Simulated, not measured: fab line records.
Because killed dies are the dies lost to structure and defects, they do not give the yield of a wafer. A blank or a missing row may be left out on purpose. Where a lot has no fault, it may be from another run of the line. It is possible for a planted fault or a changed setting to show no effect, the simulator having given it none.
A struck lot beside a sound one ; flow n5-finfet ; 30 steps out of a route of 1938
Sound: these wafers, L541.1, L541.3, L541.5. Wafers L547.3, L547.5, L547.6 were the ones struck. Last of all comes the cause.
Each step with rows lists, per side, the tool, then ch with its chambers, then its first start. Under that, the readings that differ: sound wafers ; struck wafers ; difference of the means ; sigmas: that difference in standard deviations of wafers without a fault.
alike: readings with means less than 2 such deviations apart, plus words and numbers identical on both sides. not compared: withheld readings, readings lacking a value on some wafer, bounds such as >300 that could conceal the same value, and numbers that have no deviation in the record and whose values overlap.
The two part at a step that has a row with sigmas, a row that says differs or no value, or rows on one side only. Non-overlapping numbers with no deviation appear without sigmas and do not part them. A reading missing from all wafers of one side parts the sides only when that side holds two or more wafers.

first, 9 steps without rows for these wafers: N5_BEOL_M2_DESCUM_16 (chemistry O2, time 7 s); N5_BEOL_M2_ETCH_74 (etches underlayer in N2/H2, target depth 6.5 nm, time 5.2 s); N5_BEOL_M2_ETCH_63 (etches SiARC in CF4, target depth 15.6 nm, time 26 s); N5_BEOL_M2_ETCH_64 (etches SOC in N2/H2, target depth 75 nm, overetch 22.5 nm, time 121.9 s); N5_BEOL_M2_STRIP_65 (strips in N2/H2); N5_BEOL_M2_STRIP_75 (strips in N2/H2); N5_BEOL_M2_STRIP_66 (strips in CF4); N5_BEOL_M2_HM_OPEN_17 (chemistry Cl2/BCl3, target TiN, target depth 20 nm, overetch 6 nm); N5_BEOL_M2_STRIP_19 (strips in O2).
N5_BEOL_M2_COAT_67: time 60 s, resist thk 60 nm.
  sound on litho-track-05 ch 0, day 9 13:35; struck on litho-track-05 ch 0, day 11 00:27
reading;sound;struck;difference;sigmas
spin-speed-rpm (rpm);1501.2 1500.7 1499.2;1677.4 1680.7 1679.9;+179.0;+99 or more
model.SOC_of_BEOL_M2_COAT_67.thk-nm (nm);60 60 60.2;56.6 56.8 56.6;-3.4;
  alike: heater-power-total-W
then, 13 steps without rows for these wafers: N5_BEOL_M2_COAT_68 (time 60 s, resist thk 12 nm); N5_BEOL_M2_COAT_76 (time 60 s, resist thk 5 nm); N5_BEOL_M2_COAT_22 (resist thk 30 nm); N5_BEOL_M2_EBR_24; N5_BEOL_M2_SOFTBAKE_23 (time 60 s); N5_BEOL_M2_EXPOSE_25 (exposes mask V1, defocus 5 nm); N5_BEOL_M2_PEB_26 (peb time 60 s); N5_BEOL_M2_DEVELOP_27 (develop time 30 s); N5_BEOL_M2_DESCUM_33 (chemistry O2, time 7 s); N5_BEOL_M2_ETCH_77 (etches underlayer in N2/H2, target depth 6.5 nm, time 5.2 s); N5_BEOL_M2_ETCH_69 (etches SiARC in CF4, target depth 15.6 nm, time 26 s); N5_BEOL_M2_ALD_98 (deposits SiO2, target thk 2.5 nm, pulse time 1 s, co reactant pulse time 1 s); N5_BEOL_M2_ETCHBACK_99 (etches SiO2 in CHF3, target depth 5 nm, time 10.4 s).
N5_BEOL_M2_ETCH_70: etches SOC in N2/H2, target depth 80 nm, overetch 24 nm, time 130 s.
  sound on rie-diel-02 ch 0,1,2, day 10 03:55; struck on rie-diel-04 ch 0,1,3, day 11 12:07
reading;sound;struck;difference;sigmas
model.etch.depth-nm (nm);59.97 59.98 60.15;56.53 56.72 56.63;-3.41;
  alike: drypump-motor-current-A, oes-product-au, rf-vpp-V, showerhead-plenum-p-Torr, throttle-valve-pct
  not compared: rf-hours-counter-h
then, 2 steps without rows for these wafers: N5_BEOL_M2_STRIP_71 (strips in N2/H2); N5_BEOL_M2_STRIP_78 (strips in N2/H2).
N5_BEOL_M2_VIA_ETCH_34: etches the open film in C4F6/O2, target depth 69.4 nm, time 65.9 s.
  sound on rie-diel-02 ch 0,1,2, day 10 04:02; struck on rie-diel-04 ch 0,1,3, day 11 12:14
reading;sound;struck;difference;sigmas
model.SOC_of_BEOL_M2_COAT_67.thk-nm (nm);51.8 51.8 51.8;48.4 48.6 48.6;-3.3;
  alike: drypump-motor-current-A, oes-product-au, rf-vpp-V, showerhead-plenum-p-Torr, throttle-valve-pct
  not compared: rf-hours-counter-h
then, 1 step without rows for these wafers: N5_BEOL_M2_STRIP_83 (strips in C4F6/O2).
-- here the record skips 3 days between the struck wafers' starts before and after, leaving off in module BEOL_M2 and picking up in module BEOL_M4 (first step shown: number 1111 of the route) --
N5_BEOL_M4_RC_MEAS_101:
  sound on prober-02 ch 0, day 12 07:59; struck on prober-01 ch 0, day 14 10:09
  alike: DIBL_N, DIBL_P, IOFF_N, IOFF_P, ION_N, ION_P, SS_N, SS_P, VT_N, VT_P
-- the record jumps here: 4 days lie between the struck wafers' starts before and after (it left off in module BEOL_M4 and takes up again in module PASSIVATION, whose first step shown is number 1936 of the route) --
N5_PASSIVATION_PROBE_49:
  sound: prober-01 at day 16 16:14; struck: prober-02 at day 18 20:28
reading;sound;struck;difference;sigmas
killed_at_M4_up;31 32 15;2 7 15;-18;-3
killed-at-front-end;34 36 47;69 64 56;+24;+2
killed-short;33 24 22;40 37 52;+17;+2
sort_bin_4_leakage (%);0 0 0;0 0 39;+13;+4
sort-n-pass;1051 1067 1081;1047 1066 592;-165;-3
  alike: defect-limited-yield, killed_at_M0_to_M3, killed-at-contacts, killed-at-other, killed-dies, killed-open, sort_bin_5_function, sort_bin_6_memory, sort_bin_8_speed

## WHERE THEY PART
First at N5_BEOL_M2_COAT_67; last, within this record, at N5_PASSIVATION_PROBE_49.

WHY: whatever the simulator had introduced
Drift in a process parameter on litho-track-05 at N5_BEOL_M2_COAT_67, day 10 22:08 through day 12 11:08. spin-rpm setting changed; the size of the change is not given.
